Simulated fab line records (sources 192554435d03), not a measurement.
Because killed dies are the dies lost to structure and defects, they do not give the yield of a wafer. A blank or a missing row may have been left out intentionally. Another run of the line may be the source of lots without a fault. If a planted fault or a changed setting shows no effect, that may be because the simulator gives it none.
fab line records	flow n5-finfet	part 2 of 2: steps 5 to 6 of 6
[record] lots = 24	wafers = 72	last-day = 18
route steps=1938 shown BEOL_M3@1015 BEOL_M4@1045
lots that met no fault: from a run of the same line without faults
start-h: hours from the record's first day to the start of the lot's first wafer shown	wait-h: time in hours since the lot's previous step	" the same as in the row above	L1.1+2: a single row standing in for several wafers	- no value present, or no start provided	* or withheld: withheld	< > ~ a bound
route shown NAME@n: NAME is a module with steps in the file, n the number in the route of the first one	usual: mean/standard deviation taken from wafers without a fault	same: alike in all rows	chamber/n: place in a boat	sites: per-site readings	_std_site: their standard deviation	_edge_site: outer sites' mean less inner sites'	radius-mm: for every site, how far away it sits from the centre of the wafer	mask NAME#n: copy n	behind: tool/chamber where the wafer was last shaped	hold: cause of the lot's hold/its duration in hours/its outcome	device: which transistor (n, p or np) failed to switch	end of line: the tests these same wafers got at the end of their route	for a step that has no rows: nothing shown but its recipe	killed: dies lost to structure and defects at the first sort, not the wafer's yield	map: shows each die of a wafer: x if killed, . if not, _ if none is there
set.NAME: the setting as run; set.NAME@STEP: as run at that earlier step	model.NAME: the simulator's own value behind a step, which no gauge read
a sample of lots followed through the steps of the route, with each step as a table and each wafer as a row
services: when a tool's chamber went out of use (start-h, in hours from the record's first day, below 0 if earlier), for how many hours, and the reason
[[steps]]
[step N5_BEOL_M4_TRENCH_ETCH_37]
[recipe] chemistry = C4F6/O2	target-depth-a = 555.55	target = SiOC	time-s = 29.2	ion-energy-ev = 250	pressure-mtorr = 30	source-w = 355	bias-w = 185	Ar_flow_sccm = 300	C4F6_flow_sccm = 10	O2_flow_sccm = 10
[usual] chamber-pressure-mTorr = 29.999/0.028	drypump-motor-current-A = 5.8/0.36	oes-product-au = 0.79/0.096	rf-vpp-V = 665/5.9	showerhead-plenum-p-Torr = 2.79/0.071	throttle-valve-pct = 20.93/0.27
lot.wafer	tool	chamber	start-h	wait-h	chamber-pressure-mTorr	drypump-motor-current-A	oes-product-au	rf-hours-counter-h	rf-vpp-V	showerhead-plenum-p-Torr	throttle-valve-pct
L074.1	rie-diel-06	1	-	-	29.990	6.0	0.75	163	672	2.83	21.02
L074.2	"	2	"	"	29.966	5.9	0.98	6	662	2.80	20.42
L074.6	"	2	"	"	29.957	5.9	0.97	-	663	2.80	20.41
L075.1	rie-diel-02	2	-	-	29.974	6.1	0.75	178	678	2.94	21.26
L075.4	"	0	"	"	29.956	5.9	0.71	210	660	2.70	20.98
L075.5	"	2	"	"	29.958	6.1	0.74	-	677	2.94	21.26
L076.1	rie-diel-06	0	-	-	29.967	5.8	0.93	19	670	2.79	20.71
L076.2	"	2	"	"	29.985	5.9	0.95	11	662	2.80	20.42
L076.4	"	3	"	"	30.001	6.2	0.76	159	666	2.75	20.98
L078.3	rie-diel-02	3	-	-	29.997	6.1	0.71	194	660	2.72	21.40
L078.5	"	1	"	"	29.954	5.0	0.73	-	661	2.73	20.89
L078.6	"	2	"	"	30.046	6.1	0.75	-	675	2.94	21.28
L077.2	rie-diel-05	2	-	-	30.013	6.2	0.96	2	663	2.91	20.86
L077.5	"	2	"	"	30.054	6.2	0.97	-	662	2.91	20.87
L077.6	"	3	"	"	29.990	5.8	0.71	-	654	2.82	20.94
L079.2	rie-diel-06	1	-	-	29.995	6.0	0.74	174	671	2.83	21.03
L079.4	"	3	"	"	30.026	6.2	0.76	166	666	2.75	20.99
L079.5	"	1	"	"	29.980	6.0	0.73	-	673	2.83	21.02
L080.3	rie-diel-05	0	-	-	30.021	5.6	0.85	68	661	2.76	20.70
L080.5	"	2	"	"	30.019	6.2	0.93	-	663	2.91	20.89
L080.6	"	1	"	"	30.002	5.1	0.93	-	669	2.79	20.67
L081.1	rie-diel-06	0	-	-	30.030	5.8	0.90	34	671	2.78	20.73
L081.3	"	3	"	"	29.984	6.2	0.75	174	666	2.74	21.00
L081.5	"	0	"	"	29.993	5.8	0.91	-	671	2.78	20.74
L084.2	rie-diel-02	2	-	-	30.037	6.2	0.73	197	678	2.94	21.30
L084.3	"	0	"	"	29.990	5.9	0.69	227	659	2.69	21.01
L084.6	"	0	"	"	30.017	5.9	0.70	-	659	2.69	21.00
L082.1	rie-diel-06	1	-	-	30.028	6.0	0.73	183	672	2.82	21.06
L082.4	"	3	"	"	29.990	6.2	0.75	175	665	2.74	21.02
L082.5	"	2	"	"	30.017	5.9	0.93	-	663	2.79	20.46
L083.2	rie-diel-05	0	-	-	30.035	5.6	0.82	75	662	2.76	20.70
L083.5	"	3	"	"	30.008	5.7	0.71	-	656	2.81	20.95
L083.6	"	2	"	"	29.945	6.3	0.90	-	663	2.91	20.90
L085.1	rie-diel-02	3	-	-	30.051	6.1	0.70	213	660	2.71	21.45
L085.5	"	3	"	"	29.929	6.1	0.71	-	661	2.71	21.44
L085.6	"	0	"	"	30.039	5.9	0.69	-	662	2.69	21.02
L086.1	rie-diel-02	3	-	-	29.971	6.1	0.70	214	661	2.71	21.44
L086.2	"	2	"	"	29.999	6.1	0.74	200	678	2.93	21.33
L086.3	"	1	"	"	29.997	5.0	0.71	200	661	2.72	20.90
L087.1	rie-diel-06	3	-	-	30.038	6.1	0.75	178	668	2.74	21.03
L087.3	"	0	"	"	29.969	5.8	0.89	38	672	2.78	20.73
L087.5	"	3	"	"	29.967	6.1	0.75	-	667	2.74	21.04
L089.1	rie-diel-02	3	-	-	29.982	6.1	0.69	224	658	2.71	21.44
L089.2	"	2	"	"	30.048	6.2	0.72	211	677	2.93	21.32
L089.5	"	0	"	"	29.997	5.9	0.68	-	660	2.69	21.01
L088.2	rie-diel-02	1	-	-	30.032	5.0	0.70	211	660	2.72	20.92
L088.3	"	0	"	"	29.996	5.9	0.68	242	659	2.69	21.03
L088.5	"	3	"	"	30.007	6.1	0.69	-	661	2.71	21.45
L090.3	rie-diel-05	3	-	-	30.006	5.7	0.70	250	655	2.81	20.96
L090.5	"	1	"	"	29.962	5.1	0.88	-	669	2.78	20.69
L090.6	"	3	"	"	30.020	5.7	0.69	-	655	2.80	20.99
L091.2	rie-diel-06	2	-	-	29.984	5.9	0.89	43	663	2.78	20.47
L091.4	"	1	"	"	30.007	6.0	0.72	195	671	2.82	21.06
L091.5	"	0	"	"	30.001	5.8	0.88	-	671	2.77	20.75
L092.2	rie-diel-05	0	-	-	29.957	5.7	0.82	87	662	2.75	20.72
L092.3	"	1	"	"	29.991	5.1	0.88	55	668	2.78	20.69
L092.5	"	1	"	"	30.002	5.1	0.88	-	669	2.78	20.70
L093.1	rie-diel-02	0	-	-	30.018	5.9	0.67	249	659	2.68	21.04
L093.3	"	3	"	"	30.029	6.1	0.69	231	658	2.71	21.47
L093.6	"	2	"	"	30.010	6.1	0.72	-	677	2.93	21.34
L095.3	rie-diel-06	1	-	-	29.999	6.0	0.71	201	670	2.82	21.09
L095.4	"	1	"	"	29.985	6.0	0.71	-	670	2.82	21.06
L095.5	"	3	"	"	30.023	6.2	0.73	-	666	2.73	21.05
L094.2	rie-diel-06	1	-	-	30.003	5.9	0.71	206	671	2.81	21.07
L094.3	"	2	"	"	30.004	5.9	0.88	54	663	2.78	20.47
L094.5	"	0	"	"	29.987	5.8	0.87	-	671	2.77	20.76
L097.1	rie-diel-05	1	-	-	29.999	5.1	0.85	70	667	2.77	20.73
L097.2	"	2	"	"	30.038	6.2	0.85	54	661	2.89	20.95
L097.3	"	0	"	"	30.011	5.6	0.80	102	663	2.75	20.74
L096.3	rie-diel-05	1	-	-	29.987	5.1	0.86	72	667	2.77	20.73
L096.4	"	2	"	"	30.054	6.2	0.84	56	663	2.89	20.95
L096.5	"	3	"	"	30.018	5.7	0.95	-	655	2.80	20.66
[step N5_BEOL_M4_OCD_MEAS_38]
[usual] trench-depth-nm = 55.3/0.91
lot.wafer	tool	chamber	start-h	wait-h	trench-depth-nm
L074.1	ocd-01	-	163.66	-	54.9
L074.2	"	-	"	"	56.1
L074.6	"	-	"	"	55.8
L075.1	ocd-02	-	167.43	-	54.4
L075.4	"	-	"	"	52.8
L075.5	"	-	"	"	54.4
L076.1	ocd-01	-	171.33	-	56.1
L076.2	"	-	"	"	55.6
L076.4	"	-	"	"	55.4
L078.3	ocd-02	-	173.96	-	55.2
L078.5	"	-	"	"	54.0
L078.6	"	-	"	"	54.4
L077.2	ocd-02	-	177.20	-	55.9
L077.5	"	-	"	"	55.7
L077.6	"	-	"	"	55.4
L079.2	ocd-01	-	190.47	-	55.6
L079.4	"	-	"	"	55.8
L079.5	"	-	"	"	55.4
L080.3	ocd-01	-	201.05	-	56.4
L080.5	"	-	"	"	56.8
L080.6	"	-	"	"	56.0
L081.1	ocd-01	-	215.44	-	55.5
L081.3	"	-	"	"	55.6
L081.5	"	-	"	"	56.5
L084.2	ocd-02	-	215.66	-	54.6
L084.3	"	-	"	"	52.7
L084.6	"	-	"	"	53.7
L082.1	ocd-01	-	217.96	-	55.2
L082.4	"	-	"	"	55.6
L082.5	"	-	"	"	56.5
L083.2	ocd-02	-	219.40	-	55.5
L083.5	"	-	"	"	55.0
L083.6	"	-	"	"	55.8
L085.1	ocd-01	-	224.28	-	55.7
L085.5	"	-	"	"	56.2
L085.6	"	-	"	"	54.0
L086.1	ocd-01	-	225.69	-	55.8
L086.2	"	-	"	"	54.7
L086.3	"	-	"	"	54.8
L087.1	ocd-02	-	225.73	-	55.6
L087.3	"	-	"	"	56.1
L087.5	"	-	"	"	55.7
L089.1	ocd-02	-	257.05	-	55.0
L089.2	"	-	"	"	54.7
L089.5	"	-	"	"	53.4
L088.2	ocd-02	-	257.42	-	53.8
L088.3	"	-	"	"	53.1
L088.5	"	-	"	"	55.1
L090.3	ocd-01	-	260.67	-	55.0
L090.5	"	-	"	"	55.5
L090.6	"	-	"	"	55.7
L091.2	ocd-02	-	263.84	-	55.5
L091.4	"	-	"	"	55.1
L091.5	"	-	"	"	56.5
L092.2	ocd-01	-	266.09	-	56.1
L092.3	"	-	"	"	55.4
L092.5	"	-	"	"	55.3
L093.1	ocd-02	-	276.21	-	53.5
L093.3	"	-	"	"	55.4
L093.6	"	-	"	"	54.2
L095.3	ocd-02	-	281.64	-	55.1
L095.4	"	-	"	"	55.0
L095.5	"	-	"	"	55.2
L094.2	ocd-01	-	291.49	-	55.4
L094.3	"	-	"	"	56.1
L094.5	"	-	"	"	56.6
L097.1	ocd-02	-	301.68	-	55.3
L097.2	"	-	"	"	56.2
L097.3	"	-	"	"	55.5
L096.3	ocd-01	-	306.66	-	55.6
L096.4	"	-	"	"	55.7
L096.5	"	-	"	"	56.3
[[services]]
tool	chamber	start-h	hours	kind
cvd-co-02	-	140.76	6.0	pm
cvd-co-02	1	147.47	14.9	repair
rie-diel-05	2	154.21	-	clean
rie-diel-05	2	154.21	-	consumable-replace:focus-ring
rie-diel-05	2	154.21	16.2	scheduled-down
rie-diel-05	2	154.21	16.2	vent-cycle
rie-diel-05	0	158.30	8.1	repair
rie-diel-02	2	180.54	3.9	repair
rie-diel-05	3	185.11	4.9	repair
rie-diel-06	2	209.85	1.5	repair
cvd-co-02	-	226.67	6.9	pm
rie-diel-02	-	243.77	0.4	repair
rie-diel-05	0	246.43	14.1	repair
rie-diel-06	1	249.84	9.5	repair
rie-diel-05	3	260.62	-	clean
rie-diel-05	3	260.62	-	consumable-replace:focus-ring
rie-diel-05	3	260.62	24.3	scheduled-down
rie-diel-05	3	260.62	24.3	vent-cycle
cvd-co-01	1	260.99	2.6	repair
rie-diel-06	0	274.73	1.6	repair
rie-diel-06	0	276.83	7.2	repair
rie-diel-02	0	286.55	12.4	repair
cvd-co-02	-	303.49	1.5	repair
cvd-co-02	-	305.01	2.8	pm
